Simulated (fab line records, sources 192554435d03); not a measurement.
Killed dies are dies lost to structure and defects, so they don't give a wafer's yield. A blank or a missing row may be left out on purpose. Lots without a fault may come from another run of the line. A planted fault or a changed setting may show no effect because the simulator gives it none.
fab line records | flow n5_finfet
record lots=5 wafers=15 last_day=18
route steps=1938 shown BEOL_M5@1183 BEOL_M6@1194
lots that met no fault: from a run of the same line without faults
start_h: hours from the record's first day to the start of the lot's first wafer shown | wait_h: hours since the lot's step before | " the same as in the row above | L1.1+2: a row that stands for several wafers | - no value, or no start given | * or withheld: withheld | < > ~ a bound
route shown NAME@n: a module of which the file shows steps, and the number in the route of the first | usual: mean/standard deviation of fault-free wafers | same: alike in all rows | chamber/n: place in a boat | sites: the reading at each site | _std_site: their standard deviation | _edge_site: outer sites' mean less inner sites' | radius_mm: how far each site lies from the wafer's centre | mask NAME#n: copy n | behind: the tool/chamber that last shaped the wafer | hold: why the lot was held/for how many hours/how that ended | device: the transistor (n, p or np) that didn't switch | end of line: the same wafers' tests at the end of the route | a step without rows: its recipe alone | killed: dies lost to structure and defects at the first sort, not the wafer's yield | map: a wafer's dies, x killed, . not, _ none there
set.NAME: the setting as run; set.NAME@STEP: as run at that earlier step | model.NAME: the simulator's own value behind a step, which no gauge read
lots at some steps of the route; a table a step, a row a wafer
services: from which hour (start_h, from the record's first day; less than 0 if before it) a tool's chamber was out of use, for how many hours, and why
## steps
# step N5_BEOL_M5_SPUTTER_90
# recipe material=Cu target_thk_a=45 temp_c=-20 chamber_pressure_pa=0.07 power_w=withheld time_s=8.29
# usual throttle_valve_pct=30.2/1
# columns lot.wafer tool chamber start_h wait_h throttle_valve_pct
L077.1 pvd_sputter-02 - 218.26 0.5 29.5
L077.3 " - " " 30.1
L077.5 " - " " 30.2
L078.1 pvd_sputter-01 - 235.28 0.5 30.7
L078.4 " - " " 30.2
L078.6 " - " " 30.6
L086.2 pvd_sputter-03 - 268.85 0.5 29.7
L086.5 " - " " 32.1
L086.6 " - " " 29.3
L087.3 pvd_sputter-03 - 285.89 0.5 29.4
L087.4 " - " " 32.6
L087.6 " - " " 32.0
L095.1 pvd_sputter-03 - 328.98 0.5 32.2
L095.3 " - " " 29.2
L095.4 " - " " 30.0
# step N5_BEOL_M5_ECD_50
# recipe material=Cu target_thk_a=3000
# columns lot.wafer tool chamber start_h wait_h
L077.1+3+5 ecd_cu-01 1,0,1 218.38 0.1
L078.1+4+6 ecd_cu-02 0,1,0 235.40 0.1
L086.2+5+6 ecd_cu-02 0,1,0 268.97 0.1
L087.3+4+6 ecd_cu-02 1,0,0 286.03 0.1
L095.1+3+4 ecd_cu-01 1,0,1 329.10 0.1
# step N5_BEOL_M5_ANNEAL_51
# recipe temp_c=225 time_s=90 ambient=N2
# usual wafer_temp_C_max=226.0/0.48
# columns lot.wafer tool chamber start_h wait_h wafer_temp_C_max
L077.1 rtp_anneal-02 0 218.95 0.6 225.5
L077.3 " 0 " " 225.3
L077.5 " 0 " " 225.3
L078.1 rtp_anneal-01 0 235.48 0.1 226.2
L078.4 " 0 " " 227.1
L078.6 " 0 " " 226.1
L086.2 rtp_anneal-01 0 269.16 0.2 226.5
L086.5 " 0 " " 226.8
L086.6 " 0 " " 227.0
L087.3 rtp_anneal-02 0 286.18 0.1 225.8
L087.4 " 0 " " 225.8
L087.6 " 0 " " 225.8
L095.1 rtp_anneal-02 0 329.18 0.1 225.5
L095.3 " 0 " " 225.7
L095.4 " 0 " " 225.6
# step N5_BEOL_M5_CMP_52
# recipe stop_on=SiCOH_lowk t_overpolish_s=6.9 down_force_psi=1 platen_rpm=50 clearing_platen_down_force_psi=1.5 clearing_platen_rpm=50 post_cmp_clean=cu_alkaline target_thk_nm=62 clearing_platen_pad_velocity_m_s=0.99484 pad_velocity_m_s=0.99484
# usual barrier_field_endpoint_s=24.9/0.55 clearing_platen_down_force_psi=1.501/0.0032 motor_current_A=6.1/0.52 overpolish_run_s=6.900/0.0093 slurry_flow_ml_min=150.0/0.46 time_to_endpoint_s=64.4/2
# columns lot.wafer tool chamber start_h wait_h barrier_field_endpoint_s clearing_platen_down_force_psi motor_current_A overpolish_run_s slurry_flow_ml_min time_to_endpoint_s
L077.1 cmp-04 1 219.32 0.3 24.6 1.501 6.2 6.907 150.1 66.3
L077.3 " 2 " " 25.3 1.501 5.2 6.893 150.1 67.1
L077.5 " 3 " " 25.3 1.501 6.4 6.901 149.3 63.7
L078.4 cmp-03 3 236.14 0.3 26.3 1.503 5.6 6.913 149.4 67.0
L078.1 " 0 " " 25.6 1.503 5.8 6.902 149.5 65.6
L078.6 " 1 " " 25.9 1.500 5.2 6.896 150.1 66.6
L086.2 cmp-01 1 269.96 0.8 24.1 1.506 6.9 6.893 150.3 64.3
L086.5 " 0 " " 25.2 1.500 6.0 6.905 150.9 65.5
L086.6 " 1 " " 25.2 1.512 6.6 6.891 150.9 62.7
L087.4 cmp-03 0 286.43 0.2 25.1 1.501 5.8 6.901 150.8 64.6
L087.3 " 1 " " 25.3 1.497 5.4 6.887 150.7 65.0
L087.6 " 3 " " 25.2 1.496 5.8 6.904 149.8 64.7
L095.1 cmp-04 0 329.48 0.3 24.4 1.502 6.7 6.898 150.4 62.7
L095.4 " 1 " " 25.0 1.500 6.0 6.901 150.3 61.6
L095.3 " 2 " " 24.9 1.504 5.0 6.892 149.6 63.7
# step N5_BEOL_M5_THK_MEAS_53
# recipe thk_meas_gauge=xrf reads=Cu_of_BEOL_M5_ECD_50
# usual M5_THK=62.5/1.4
# columns lot.wafer tool chamber start_h wait_h M5_THK[nm]
L077.1 film_metro-02 - 219.54 - 63.4
L077.3 " - " " 60.8
L077.5 " - " " 61.4
L078.1 film_metro-01 - 236.36 - 62.3
L078.4 " - " " 62.5
L078.6 " - " " 61.8
L086.2 film_metro-02 - 270.22 - 61.2
L086.5 " - " " 61.8
L086.6 " - " " 63.1
L087.3 film_metro-02 - 286.68 - 60.4
L087.4 " - " " 62.4
L087.6 " - " " 59.5
L095.1 film_metro-01 - 329.77 - 61.3
L095.3 " - " " 61.3
L095.4 " - " " 62.9
# step N5_BEOL_M5_PRE_CLEAN_77
# recipe gas=NH3/H2 time_s=15 temp_c=* rf_power_w=300
# usual heater_power_w=83/15
# columns lot.wafer tool chamber start_h wait_h heater_power_w
L077.1 cvd_co-01 1 219.57 0.0 92
L077.3 " 2 " " 60
L077.5 " 0 " " 91
L078.1 cvd_co-02 1 236.40 0.0 101
L078.4 " 1 " " 100
L078.6 " 2 " " 96
L086.2 cvd_co-02 2 270.33 0.1 96
L086.5 " 1 " " 96
L086.6 " 0 " " 64
L087.3 cvd_co-02 2 286.74 0.1 95
L087.4 " 0 " " 66
L087.6 " 1 " " 99
L095.1 cvd_co-01 1 329.81 0.0 95
L095.3 " 2 " " 61
L095.4 " 1 " " 96
# step N5_BEOL_M5_CO_CAP_78
# recipe material=Co target_thk_a=20 temp_c=200 precursor=CCTBA/H2 pressure_torr=30 time_s=102.1
# usual heater_power_w=233/20
# columns lot.wafer tool chamber start_h wait_h heater_power_w
L077.1 cvd_co-01 1 219.61 0.0 247
L077.3 " 2 " " 199
L077.5 " 0 " " 243
L078.1 cvd_co-02 1 236.44 0.0 252
L078.4 " 1 " " 255
L078.6 " 2 " " 253
L086.2 cvd_co-02 2 270.37 0.0 255
L086.5 " 1 " " 256
L086.6 " 0 " " 217
L087.3 cvd_co-02 2 286.78 0.0 254
L087.4 " 0 " " 205
L087.6 " 1 " " 263
L095.1 cvd_co-01 1 329.85 0.0 255
L095.3 " 2 " " 212
L095.4 " 1 " " 251
# step N5_BEOL_M5_PRE_CLEAN_55
# recipe gas=NH3 time_s=15 temp_c=withheld rf_power_w=300
# columns lot.wafer tool chamber start_h wait_h
L077.1+3+5 pecvd-03 0,1,2 219.71 0.1
L078.1+4+6 pecvd-03 2,2,0 236.54 0.1
L086.2+5+6 pecvd-03 2,0,1 270.46 0.1
L087.3+4+6 pecvd-02 0,0,2 286.87 0.1
L095.1+3+4 pecvd-01 2,1,2 329.94 0.1
# step N5_BEOL_M5_DEP_56
# recipe material=SiCN target_thk_a=80 temp_c=withheld precursor=3MS/NH3 pressure_torr=3 rf_w=202 time_s=14
# usual showerhead_plenum_p_Torr=3.671/0.014 throttle_valve_pct=9.3/0.45
# columns lot.wafer tool chamber start_h wait_h showerhead_plenum_p_Torr throttle_valve_pct
L077.1 pecvd-03 0 219.73 0.0 3.665 9.4
L077.3 " 1 " " 3.656 9.1
L077.5 " 2 " " 3.653 8.8
L078.1 pecvd-03 2 236.57 0.0 3.658 8.8
L078.4 " 2 " " 3.650 8.9
L078.6 " 0 " " 3.673 9.1
L086.2 pecvd-03 2 270.48 0.0 3.660 8.8
L086.5 " 0 " " 3.678 9.4
L086.6 " 1 " " 3.654 9.2
L087.3 pecvd-02 0 286.90 0.0 3.663 8.9
L087.4 " 0 " " 3.661 9.1
L087.6 " 2 " " 3.653 8.6
L095.1 pecvd-01 2 329.97 0.0 3.701 9.4
L095.3 " 1 " " 3.667 10.2
L095.4 " 2 " " 3.693 9.6
# step N5_BEOL_M5_RS_MEAS_57
# recipe thk_meas_gauge=four-point-probe reads=Co_of_BEOL_M5_CO_CAP_78+Cu_of_BEOL_M5_ECD_50+Co_of_BEOL_M5_CVD_47+TaN_of_BEOL_M5_ALD_86
# usual M5_RS=0.385/0.01
# columns lot.wafer tool chamber start_h wait_h M5_RS[ohm/sq]
L077.1 film_metro-01 - 219.80 0.0 0.380
L077.3 " - " " 0.399
L077.5 " - " " 0.393
L078.1 film_metro-02 - 236.63 0.0 0.388
L078.4 " - " " 0.388
L078.6 " - " " 0.395
L086.2 film_metro-01 - 270.55 0.1 0.389
L086.5 " - " " 0.383
L086.6 " - " " 0.376
L087.3 film_metro-02 - 286.96 0.1 0.401
L087.4 " - " " 0.384
L087.6 " - " " 0.405
L095.1 film_metro-01 - 330.04 0.0 0.390
L095.3 " - " " 0.392
L095.4 " - " " 0.379
# step N5_BEOL_M5_INSPECT_58
# recipe inspect_instrument=darkfield mode=post_dep
# usual raw_defect_count=68/22
# columns lot.wafer tool chamber start_h wait_h raw_defect_count
L077.1 defect_inspect-02 - 219.82 0.0 36
L077.3 " - " " 58
L077.5 " - " " 50
L078.1 defect_inspect-01 - 236.66 0.0 74
L078.4 " - " " 39
L078.6 " - " " 52
L086.2 defect_inspect-01 - 270.58 0.0 52
L086.5 " - " " 42
L086.6 " - " " 68
L087.3 defect_inspect-01 - 286.99 0.0 77
L087.4 " - " " 73
L087.6 " - " " 61
L095.1 defect_inspect-01 - 330.06 0.0 74
L095.3 " - " " 115
L095.4 " - " " 50
# step N5_BEOL_M6_ILD_DEP_00
# recipe material=SiCOH_lowk target_thk_a=1797.5 temp_c=300 precursor=DEMS/porogen pressure_torr=5 rf_w=500 time_s=33.4
# usual heater_power_w=323/77 showerhead_plenum_p_Torr=5.742/0.019 throttle_valve_pct=14.3/0.53
# columns lot.wafer tool chamber start_h wait_h heater_power_w showerhead_plenum_p_Torr throttle_valve_pct
L077.1 pecvd-01 1 219.86 0.0 282 5.741 15.3
L077.3 " 0 " " 399 5.755 14.4
L077.5 " 1 " " 280 5.737 15.4
L078.1 pecvd-01 1 236.70 0.0 239 5.742 15.3
L078.4 " 1 " " 234 5.745 15.4
L078.6 " 0 " " 399 5.757 14.4
L086.2 pecvd-03 0 270.61 0.0 327 5.753 14.2
L086.5 " 2 " " 316 5.736 13.4
L086.6 " 0 " " 328 5.753 14.1
L087.3 pecvd-04 1 287.03 0.0 224 5.712 14.0
L087.4 " 2 " " 268 5.714 13.5
L087.6 " 0 " " 410 5.745 14.0
L095.1 pecvd-03 2 330.10 0.0 311 5.735 13.7
L095.3 " 0 " " 304 5.740 14.5
L095.4 " 2 " " 318 5.719 13.8
# step N5_BEOL_M6_CURE_74
# recipe temp_c=385 time_s=240 ambient=He/Ar material=SiCOH_lowk
# usual lamp_power_pct=52.32/0.054 wafer_temp_C_max=387.3/0.65
# columns lot.wafer tool chamber start_h wait_h lamp_power_pct wafer_temp_C_max
L077.1 uv_cure-03 0 219.93 0.0 52.26 386.3
L077.3 " 0 " " 52.32 387.0
L077.5 " 0 " " 52.35 386.8
L078.1 uv_cure-02 1 236.76 0.0 52.32 386.8
L078.4 " 1 " " 52.34 386.5
L078.6 " 1 " " 52.37 386.9
L086.2 uv_cure-03 2 270.84 0.2 52.39 386.6
L086.5 " 2 " " 52.30 388.4
L086.6 " 2 " " 52.34 387.5
L087.3 uv_cure-02 2 287.25 0.2 52.26 386.7
L087.4 " 2 " " 52.28 387.2
L087.6 " 2 " " 52.32 386.7
L095.1 uv_cure-03 2 330.16 0.0 52.30 387.2
L095.3 " 2 " " 52.36 386.4
L095.4 " 2 " " 52.23 387.7
# step N5_BEOL_M6_THK_MEAS_01
# recipe reads=SiCOH_lowk_of_BEOL_M6_ILD_DEP_00
# usual M6_ILD_THK=154.1/1.9
# columns lot.wafer tool chamber start_h wait_h M6_ILD_THK[nm]
L077.1 film_metro-01 - 220.44 0.4 152.8
L077.3 " - " " 152.0
L077.5 " - " " 154.9
L078.1 film_metro-02 - 237.27 0.4 153.8
L078.4 " - " " 156.9
L078.6 " - " " 157.1
L086.2 film_metro-01 - 271.67 0.7 154.6
L086.5 " - " " 156.6
L086.6 " - " " 157.1
L087.3 film_metro-01 - 287.60 0.3 154.8
L087.4 " - " " 156.4
L087.6 " - " " 155.8
L095.1 film_metro-01 - 330.68 0.4 151.1
L095.3 " - " " 153.7
L095.4 " - " " 156.3
# step N5_BEOL_M6_PECVD_70
# recipe material=SiO2 target_thk_a=200 temp_c=400 precursor=TEOS/O2 pressure_torr=5.5 rf_w=450 teos_flow_sccm=53.8 gas=O2 flow_sccm=3000 time_s=22.7
# usual heater_power_w=738/140 showerhead_plenum_p_Torr=8.79/0.074 throttle_valve_pct=23.0/0.87
# columns lot.wafer tool chamber start_h wait_h heater_power_w showerhead_plenum_p_Torr throttle_valve_pct
L077.1 pecvd-04 2 220.48 0.0 575 8.73 21.6
L077.3 " 1 " " 485 8.74 22.5
L077.5 " 1 " " 490 8.70 22.8
L078.1 pecvd-04 1 237.31 0.0 531 8.74 22.6
L078.4 " 1 " " 518 8.72 23.0
L078.6 " 2 " " 657 8.72 21.9
L086.2 pecvd-04 2 271.71 0.0 689 8.70 21.6
L086.5 " 1 " " 533 8.71 22.6
L086.6 " 2 " " 695 8.69 21.8
L087.3 pecvd-04 2 287.64 0.0 616 8.71 21.9
L087.4 " 2 " " 638 8.72 21.8
L087.6 " 1 " " 566 8.72 22.9
L095.1 pecvd-04 0 330.71 0.0 841 8.76 22.3
L095.3 " 1 " " 527 8.71 23.0
L095.4 " 2 " " 601 8.71 22.1
# step N5_BEOL_M6_HM_DEP_02
# recipe material=TiN target_thk_a=200 temp_c=25 chamber_pressure_pa=0.49996
# usual throttle_valve_pct=30.3/0.98
# columns lot.wafer tool chamber start_h wait_h throttle_valve_pct
L077.1 pvd_sputter-03 - 221.53 1.0 31.7
L077.3 " - " " 32.2
L077.5 " - " " 29.6
L078.1 pvd_sputter-03 - 237.53 0.2 29.2
L078.4 " - " " 31.6
L078.6 " - " " 31.5
L086.2 pvd_sputter-02 - 274.25 2.5 29.4
L086.5 " - " " 29.6
L086.6 " - " " 28.8
L087.3 pvd_sputter-03 - 289.04 1.4 31.7
L087.4 " - " " 29.8
L087.6 " - " " 29.4
L095.1 pvd_sputter-02 - 331.84 1.1 30.3
L095.3 " - " " 29.6
L095.4 " - " " 29.5
# step N5_BEOL_M6_COAT_59
# recipe resist=SOC temp_c=250 time_s=60 spin_rpm=1500 resist_thk_nm=100
# usual chill_plate_temp_C=22.98/0.12 dispense_pressure_kPa=50/4.2 resist_line_temp_C=22.98/0.1
# columns lot.wafer tool chamber start_h wait_h chill_plate_temp_C dispense_pressure_kPa resist_line_temp_C
L077.1 litho_track-05 0 221.66 0.1 22.97 44 22.90
L077.3 " 0 " " 23.24 44 22.82
L077.5 " 0 " " 23.09 44 22.86
L078.1 litho_track-05 0 237.66 0.1 23.25 44 22.99
L078.4 " 0 " " 23.04 44 23.13
L078.6 " 0 " " 23.05 44 23.01
L086.2 litho_track-02 0 274.37 0.1 23.11 55 23.11
L086.5 " 0 " " 22.96 55 23.12
L086.6 " 0 " " 23.01 55 23.04
L087.3 litho_track-04 0 289.17 0.1 22.92 51 22.84
L087.4 " 0 " " 22.89 51 22.80
L087.6 " 0 " " 22.83 51 23.09
L095.1 litho_track-02 0 331.97 0.1 22.91 55 23.04
L095.3 " 0 " " 22.99 55 23.03
L095.4 " 0 " " 22.91 55 23.10
# step N5_BEOL_M6_COAT_60
# recipe resist=SiARC temp_c=220 time_s=60 spin_rpm=1500 resist_thk_nm=35
# usual chill_plate_temp_C=23.02/0.12 dispense_pressure_kPa=50/4.2 resist_line_temp_C=22.98/0.11
# columns lot.wafer tool chamber start_h wait_h chill_plate_temp_C dispense_pressure_kPa resist_line_temp_C
L077.1 litho_track-05 0 - - 23.15 44 22.82
L077.3 " 0 " " 23.05 44 23.11
L077.5 " 0 " " 22.96 44 22.84
L078.1 litho_track-05 0 - - 22.78 44 23.19
L078.4 " 0 " " 22.87 44 23.05
L078.6 " 0 " " 22.82 44 22.89
L086.2 litho_track-02 0 - - 22.95 55 23.03
L086.5 " 0 " " 22.90 55 22.93
L086.6 " 0 " " 22.97 55 23.12
L087.3 litho_track-04 0 - - 23.16 51 23.04
L087.4 " 0 " " 23.00 51 22.85
L087.6 " 0 " " 23.14 51 23.04
L095.1 litho_track-02 0 - - 22.81 55 22.82
L095.3 " 0 " " 23.08 55 22.83
L095.4 " 0 " " 22.96 55 22.82
# step N5_BEOL_M6_COAT_05
# recipe resist=CAR-ArF spin_rpm=1500 resist_thk_nm=90
# usual chill_plate_temp_C=23.02/0.11 dispense_pressure_kPa=50/4.2 resist_line_temp_C=23.00/0.11
# columns lot.wafer tool chamber start_h wait_h chill_plate_temp_C dispense_pressure_kPa resist_line_temp_C
L077.1 litho_track-05 0 - - 23.26 44 22.99
L077.3 " 0 " " 22.98 44 22.80
L077.5 " 0 " " 22.94 44 22.93
L078.1 litho_track-05 0 - - 23.00 44 22.99
L078.4 " 0 " " 22.92 44 22.82
L078.6 " 0 " " 22.97 44 23.01
L086.2 litho_track-02 0 - - 22.83 55 23.23
L086.5 " 0 " " 22.87 55 22.92
L086.6 " 0 " " 22.63 55 23.04
L087.3 litho_track-04 0 - - 23.14 51 22.91
L087.4 " 0 " " 22.95 51 23.11
L087.6 " 0 " " 22.88 51 22.93
L095.1 litho_track-02 0 - - 22.80 55 23.02
L095.3 " 0 " " 23.05 55 23.02
L095.4 " 0 " " 22.93 55 22.96
# step N5_BEOL_M6_EBR_07
# recipe solvent=PGMEA ebr_width_mm=1.5
# usual chill_plate_temp_C=23.00/0.11 resist_line_temp_C=23.00/0.084
# columns lot.wafer tool chamber start_h wait_h chill_plate_temp_C resist_line_temp_C
L077.1 litho_track-05 0 - - 22.94 23.09
L077.3 " 0 " " 22.98 23.12
L077.5 " 0 " " 22.93 23.04
L078.1 litho_track-05 0 - - 22.92 23.08
L078.4 " 0 " " 22.89 23.11
L078.6 " 0 " " 22.97 23.07
L086.2 litho_track-02 0 - - 22.98 23.15
L086.5 " 0 " " 22.92 23.00
L086.6 " 0 " " 23.04 23.06
L087.3 litho_track-04 0 - - 23.07 22.94
L087.4 " 0 " " 23.00 23.03
L087.6 " 0 " " 23.03 22.94
L095.1 litho_track-02 0 - - 23.05 23.04
L095.3 " 0 " " 22.91 23.09
L095.4 " 0 " " 23.01 23.12
# step N5_BEOL_M6_SOFTBAKE_06
# recipe temp_c=110 time_s=60 resist=CAR-ArF
# usual chill_plate_temp_C=23.01/0.12 resist_line_temp_C=22.99/0.1
# columns lot.wafer tool chamber start_h wait_h chill_plate_temp_C resist_line_temp_C
L077.1 litho_track-05 0 - - 22.90 22.71
L077.3 " 0 " " 22.92 22.85
L077.5 " 0 " " 22.81 23.08
L078.1 litho_track-05 0 - - 22.95 22.94
L078.4 " 0 " " 23.01 22.98
L078.6 " 0 " " 23.10 22.97
L086.2 litho_track-02 0 - - 23.04 22.81
L086.5 " 0 " " 23.05 22.94
L086.6 " 0 " " 22.94 22.83
L087.3 litho_track-04 0 - - 23.09 22.99
L087.4 " 0 " " 23.00 23.04
L087.6 " 0 " " 22.98 23.10
L095.1 litho_track-02 0 - - 23.25 23.10
L095.3 " 0 " " 23.03 23.03
L095.4 " 0 " " 23.16 23.13
# step N5_BEOL_M6_EXPOSE_08
# recipe mask_id=M6 na=1.35 source_shape=dipole sigma_inner=0.817 sigma_outer=0.97 polarization=te dose_mj=68.25
# columns lot.wafer tool chamber start_h wait_h mask
L077.1+3+5 arfi_scanner-03 0 221.90 - M6#0
L078.1+4+6 arfi_scanner-02 0 237.90 - M6#0
L086.2+5+6 arfi_scanner-01 0 274.62 - M6#0
L087.3+4+6 arfi_scanner-03 0 289.42 - M6#0
L095.1+3+4 arfi_scanner-01 0 332.21 - M6#0
# step N5_BEOL_M6_PEB_09
# recipe peb_temp_c=withheld peb_time_s=60 resist=CAR-ArF
# usual chill_plate_temp_C=23.01/0.11 resist_line_temp_C=23.03/0.11
# columns lot.wafer tool chamber start_h wait_h chill_plate_temp_C resist_line_temp_C
L077.1 litho_track-02 0 221.96 0.1 23.11 22.85
L077.3 " 0 " " 23.11 22.99
L077.5 " 0 " " 23.09 23.07
L078.1 litho_track-05 0 237.96 0.1 22.92 22.98
L078.4 " 0 " " 23.10 23.09
L078.6 " 0 " " 23.12 22.82
L086.2 litho_track-05 0 274.68 0.0 22.88 22.76
L086.5 " 0 " " 22.86 23.09
L086.6 " 0 " " 23.08 23.03
L087.3 litho_track-04 0 289.48 0.0 22.94 22.93
L087.4 " 0 " " 23.09 22.99
L087.6 " 0 " " 23.04 22.93
L095.1 litho_track-05 0 332.27 0.1 22.83 23.01
L095.3 " 0 " " 22.90 22.98
L095.4 " 0 " " 22.96 22.90
# step N5_BEOL_M6_DEVELOP_10
# recipe develop_time_s=30 developer=TMAH resist=CAR-ArF rinse_liquid=diw dry=air_spin dev_temp_c=23
# usual chill_plate_temp_C=22.99/0.097 resist_line_temp_C=23.00/0.12
# columns lot.wafer tool chamber start_h wait_h chill_plate_temp_C resist_line_temp_C
L077.1 litho_track-02 0 - - 23.06 23.12
L077.3 " 0 " " 23.12 23.15
L077.5 " 0 " " 22.96 23.40
L078.1 litho_track-05 0 - - 23.10 22.99
L078.4 " 0 " " 22.96 22.80
L078.6 " 0 " " 23.03 23.01
L086.2 litho_track-05 0 - - 22.94 22.97
L086.5 " 0 " " 23.04 23.08
L086.6 " 0 " " 22.97 23.11
L087.3 litho_track-04 0 - - 23.04 23.05
L087.4 " 0 " " 23.15 23.09
L087.6 " 0 " " 23.03 23.14
L095.1 litho_track-05 0 - - 23.08 22.93
L095.3 " 0 " " 23.06 23.03
L095.4 " 0 " " 23.08 22.96
# step N5_BEOL_M6_CD_MEAS_11
# recipe target_cd_nm=38.5 landing_energy_ev=500 detector=se_inlens polarity=opening
# usual cd_nm=38.5/0.43
# columns lot.wafer tool chamber start_h wait_h cd_nm
L077.1 cd_sem-03 0 222.03 - 39.1
L077.3 " 0 " " 38.8
L077.5 " 0 " " 39.3
L078.1 cd_sem-01 0 238.03 - 38.4
L078.4 " 0 " " 38.7
L078.6 " 0 " " 38.6
L086.2 cd_sem-02 0 274.75 - 38.9
L086.5 " 0 " " 38.7
L086.6 " 0 " " 39.0
L087.3 cd_sem-03 0 289.54 - 38.8
L087.4 " 0 " " 38.2
L087.6 " 0 " " 38.6
L095.1 cd_sem-02 0 332.34 - 38.8
L095.3 " 0 " " 38.3
L095.4 " 0 " " 38.6
# step N5_BEOL_M6_OVL_MEAS_12
# recipe points_per_wafer=44
# usual M6_OVL=0.3/0.83
# columns lot.wafer tool chamber start_h wait_h M6_OVL[nm]
L077.1 overlay-01 0 222.06 0.0 0.9
L077.3 " 0 " " 0.2
L077.5 " 0 " " 1.1
L078.1 overlay-01 0 238.06 0.0 0.8
L078.4 " 0 " " 2.4
L078.6 " 0 " " 1.1
L086.2 overlay-01 0 274.77 0.0 -0.4
L086.5 " 0 " " -1.8
L086.6 " 0 " " -0.9
L087.3 overlay-01 0 289.57 0.0 0.6
L087.4 " 0 " " -0.6
L087.6 " 0 " " -0.3
L095.1 overlay-02 0 332.37 0.0 0.3
L095.3 " 0 " " -0.9
L095.4 " 0 " " -0.3
# step N5_BEOL_M6_INSPECT_13
# recipe mode=adi inspect_instrument=brightfield
# usual raw_defect_count=388/85
# columns lot.wafer tool chamber start_h wait_h raw_defect_count
L077.1 defect_inspect-02 - 222.08 0.0 366
L077.3 " - " " 350
L077.5 " - " " 367
L078.1 defect_inspect-02 - 238.09 0.0 470
L078.4 " - " " 321
L078.6 " - " " 485
L086.2 defect_inspect-01 - 274.80 0.0 526
L086.5 " - " " 379
L086.6 " - " " 457
L087.3 defect_inspect-01 - 289.60 0.0 324
L087.4 " - " " 329
L087.6 " - " " 262
L095.1 defect_inspect-01 - 332.39 0.0 327
L095.3 " - " " 345
L095.4 " - " " 251
# step N5_BEOL_M6_DESCUM_16
# recipe chemistry=O2 time_s=7.9 source_power_w=50 bias_power_w=20 pressure_mtorr=20 rf_frequency_hz=2.712e+07 temp_c=40 resist=CAR-ArF o2_flow_sccm=225
# usual drypump_motor_current_A=5.9/0.53 oes_product_au=0.78/0.075 rf_vpp_V=243.9/1.2 showerhead_plenum_p_Torr=2.14/0.056 throttle_valve_pct=20.43/0.18
# columns lot.wafer tool chamber start_h wait_h drypump_motor_current_A oes_product_au rf_hours_counter_h rf_vpp_V showerhead_plenum_p_Torr throttle_valve_pct
L077.1 rie_diel-05 1 222.47 0.4 4.9 0.86 65 243.1 2.05 20.34
L077.3 " 2 " " 5.9 0.69 243 243.9 2.16 20.29
L077.5 " 3 " " 6.4 0.71 - 244.0 2.16 20.63
L078.1 rie_diel-03 0 238.12 0.0 6.4 0.89 25 244.6 2.14 20.21
L078.4 " 3 " " 6.1 0.74 178 243.1 2.08 20.53
L078.6 " 3 " " 6.2 0.74 - 243.5 2.08 20.53
L086.2 rie_diel-02 1 274.83 0.0 5.0 0.83 70 242.3 2.04 20.38
L086.5 " 0 " " 6.1 0.70 - 244.0 2.15 20.45
L086.6 " 3 " " 5.8 0.80 - 243.5 2.18 20.60
L087.3 rie_diel-02 2 289.77 0.2 6.1 0.89 28 245.8 2.22 20.39
L087.4 " 0 " " 6.2 0.69 219 243.5 2.15 20.46
L087.6 " 3 " " 5.8 0.80 - 244.2 2.18 20.61
L095.1 rie_diel-02 1 333.43 1.0 5.0 0.81 90 242.9 2.03 20.41
L095.3 " 2 " " 6.0 0.85 43 245.6 2.22 20.41
L095.4 " 3 " " 5.8 0.77 145 245.8 2.18 20.63
# step N5_BEOL_M6_ETCH_61
# recipe chemistry=CF4 target=SiARC target_depth_a=455 mask_material=CAR-ArF time_s=75.8 ion_energy_ev=80 pressure_mtorr=40 source_w=545 bias_w=36 Ar_flow_sccm=100 cf4_flow_sccm=100 ends=cleared
# usual bias_w=35.99/0.1 drypump_motor_current_A=5.9/0.53 etch_rf_on_time_s=76.0/1 oes_product_au=0.66/0.061 rf_vpp_V=184.5/1.1 showerhead_plenum_p_Torr=2.18/0.059 throttle_valve_pct=15.61/0.21
# columns lot.wafer tool chamber start_h wait_h bias_w drypump_motor_current_A etch_rf_on_time_s oes_product_au rf_hours_counter_h rf_vpp_V showerhead_plenum_p_Torr throttle_valve_pct
L077.1 rie_diel-05 1 222.50 0.0 35.90 4.9 75.5 0.72 65 183.5 2.08 15.39
L077.3 " 2 " " 35.93 5.9 76.5 0.59 243 184.4 2.20 15.53
L077.5 " 3 " " 35.82 6.4 75.3 0.61 - 184.7 2.21 15.85
L078.1 rie_diel-03 0 238.16 0.0 36.12 6.4 76.7 0.75 25 185.1 2.18 15.30
L078.4 " 3 " " 36.03 6.1 75.3 0.64 178 184.4 2.13 15.72
L078.6 " 3 " " 36.06 6.1 75.2 0.63 - 182.3 2.13 15.71
L086.2 rie_diel-02 1 274.87 0.0 35.80 5.0 77.2 0.71 70 183.6 2.08 15.49
L086.5 " 0 " " 36.07 6.2 76.8 0.60 - 185.2 2.21 15.73
L086.6 " 3 " " 35.94 5.8 74.9 0.68 - 185.3 2.24 15.79
L087.3 rie_diel-02 2 289.80 0.0 36.00 6.0 76.3 0.75 28 186.1 2.27 15.55
L087.4 " 0 " " 36.13 6.2 76.9 0.59 219 184.0 2.21 15.74
L087.6 " 3 " " 35.87 5.8 74.5 0.68 - 183.5 2.24 15.81
L095.1 rie_diel-02 1 333.46 0.0 36.06 5.0 76.8 0.69 90 183.6 2.08 15.53
L095.3 " 2 " " 35.92 6.1 76.6 0.73 43 183.7 2.26 15.58
L095.4 " 3 " " 35.86 5.8 74.9 0.67 145 183.1 2.23 15.83
## services
# columns tool chamber start_h hours kind
arfi_scanner-01 - 198.34 0.3 repair
cmp-04 - 199.95 6.6 pm
pecvd-04 - 200.31 1.6 repair
arfi_scanner-01 - 205.59 0.6 repair
cmp-03 - 207.61 4.0 pm
pecvd-03 - 214.46 1.7 repair
arfi_scanner-01 - 219.01 0.8 pm
rie_diel-03 1 222.81 2.7 repair
arfi_scanner-01 - 224.54 1.0 pm
pecvd-03 - 225.74 3.7 repair
pecvd-01 0 227.89 4.0 repair
rtp_anneal-01 - 228.59 4.2 pm
arfi_scanner-03 - 231.70 1.0 pm
arfi_scanner-01 - 232.17 1.3 pm
rie_diel-02 0 236.29 1.6 repair
arfi_scanner-03 - 236.96 1.3 pm
arfi_scanner-01 - 247.75 1.0 pm
rie_diel-05 2 248.47 1.5 repair
ecd_cu-01 - 252.06 7.3 pm
rie_diel-03 0 253.76 5.9 repair
pecvd-01 - 274.98 0.7 repair
cvd_co-02 2 329.57 7.7 repair
uv_cure-03 - 331.52 1.0 pm
ecd_cu-02 - 332.17 1.5 repair
## key
fault none
